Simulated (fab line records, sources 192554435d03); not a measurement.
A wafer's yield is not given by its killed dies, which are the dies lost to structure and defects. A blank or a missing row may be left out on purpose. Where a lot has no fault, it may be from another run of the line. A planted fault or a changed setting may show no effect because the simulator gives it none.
What tool caused it? || flow n5_finfet || 12 lots, 36 wafers sampled, at 2 steps of a route of 1938

## WHAT THE GAUGES SHOWED, per wafer
N5_HKMG_FIN_OVL_MEAS_50.
{"lot": "L075", "measured": "day 4 08:37", "on": "overlay-02", "NDIPOLE_OVL (nm)": "-0.8 -0.2 -0.7"}
{"lot": "L077", "measured": "day 4 19:37", "on": "overlay-01", "NDIPOLE_OVL (nm)": "-0.1 -1.1 -0.6"}
{"lot": "L079", "measured": "day 5 17:13", "on": "overlay-01", "NDIPOLE_OVL (nm)": "-0.4 -0.1 -0.7"}
{"lot": "L081", "measured": "day 6 00:13", "on": "overlay-01", "NDIPOLE_OVL (nm)": "1.1 0.7 0.3"}
{"lot": "L083", "measured": "day 6 07:52", "on": "overlay-02", "NDIPOLE_OVL (nm)": "0.1 0.4 -0.6"}
{"lot": "L085", "measured": "day 6 19:04", "on": "overlay-02", "NDIPOLE_OVL (nm)": "0.7 0.6 0.8"}
{"lot": "L087", "measured": "day 7 05:00", "on": "overlay-02", "NDIPOLE_OVL (nm)": "-0.1 -0.9 0.4"}
{"lot": "L089", "measured": "day 8 00:22", "on": "overlay-02", "NDIPOLE_OVL (nm)": "-0.9 -0.1 -0.6"}
{"lot": "L092", "measured": "day 8 12:04", "on": "overlay-02", "NDIPOLE_OVL (nm)": "0.1 0.9 -0.8"}
{"lot": "L093", "measured": "day 8 18:47", "on": "overlay-02", "NDIPOLE_OVL (nm)": "-0.2 -0.9 0.2"}
{"lot": "L095", "measured": "day 9 14:37", "on": "overlay-01", "NDIPOLE_OVL (nm)": "-0.3 -0.5 0.0"}
{"lot": "L096", "measured": "day 10 05:16", "on": "overlay-01", "NDIPOLE_OVL (nm)": "0.7 0.3 -0.1"}

## EACH LOT AND THE TOOL THAT RAN IT (in order: tool; ch and the chambers of the sampled wafers; start)
{"lot": "L075", "N5_SDB_CMP_30": "cmp-01 ch 2,3, day 4 06:35"}
{"lot": "L077", "N5_SDB_CMP_30": "cmp-01 ch 0,1,3, day 4 17:42"}
{"lot": "L079", "N5_SDB_CMP_30": "cmp-04 ch 0,1,2, day 5 15:07"}
{"lot": "L081", "N5_SDB_CMP_30": "cmp-03 ch 0,2,3, day 5 22:14"}
{"lot": "L083", "N5_SDB_CMP_30": "cmp-03 ch 0,2,3, day 6 05:49"}
{"lot": "L085", "N5_SDB_CMP_30": "cmp-01 ch 1,3, day 6 17:13"}
{"lot": "L087", "N5_SDB_CMP_30": "cmp-04 ch 0,2, day 7 03:07"}
{"lot": "L089", "N5_SDB_CMP_30": "cmp-03 ch 2,3, day 7 22:29"}
{"lot": "L092", "N5_SDB_CMP_30": "cmp-01 ch 1,2,3, day 8 10:07"}
{"lot": "L093", "N5_SDB_CMP_30": "cmp-01 ch 1,2,3, day 8 16:53"}
{"lot": "L095", "N5_SDB_CMP_30": "cmp-04 ch 0,1,2, day 9 12:39"}
{"lot": "L096", "N5_SDB_CMP_30": "cmp-01 ch 0,1,2, day 10 03:33"}
- N5_SDB_CMP_30: polishes, stops on poly-Si, t overpolish 1.54 s, target thk 30 nm.

## THE ANSWER, worked out from the rows above alone
Rule: the lots themselves supply what counts as usual. The widest of any qualifying gaps counts: lots, ordered by their means at a reading, are off when they make up no more than a third of the lots, leave a main group of 4 or more, and stand apart from it by 3 or more times the standard deviation of that group's means. If all means in a main group match to the digits the tables above print for the reading, that group is not used. Also off: a lot with no number at a reading for which 4 or more lots have one. The other lots that the step has rows for count as sound.
Across all readings shown, no lot is off: no conclusion can be drawn from this.

## WHAT WAS PUT IN BY THE SIMULATOR
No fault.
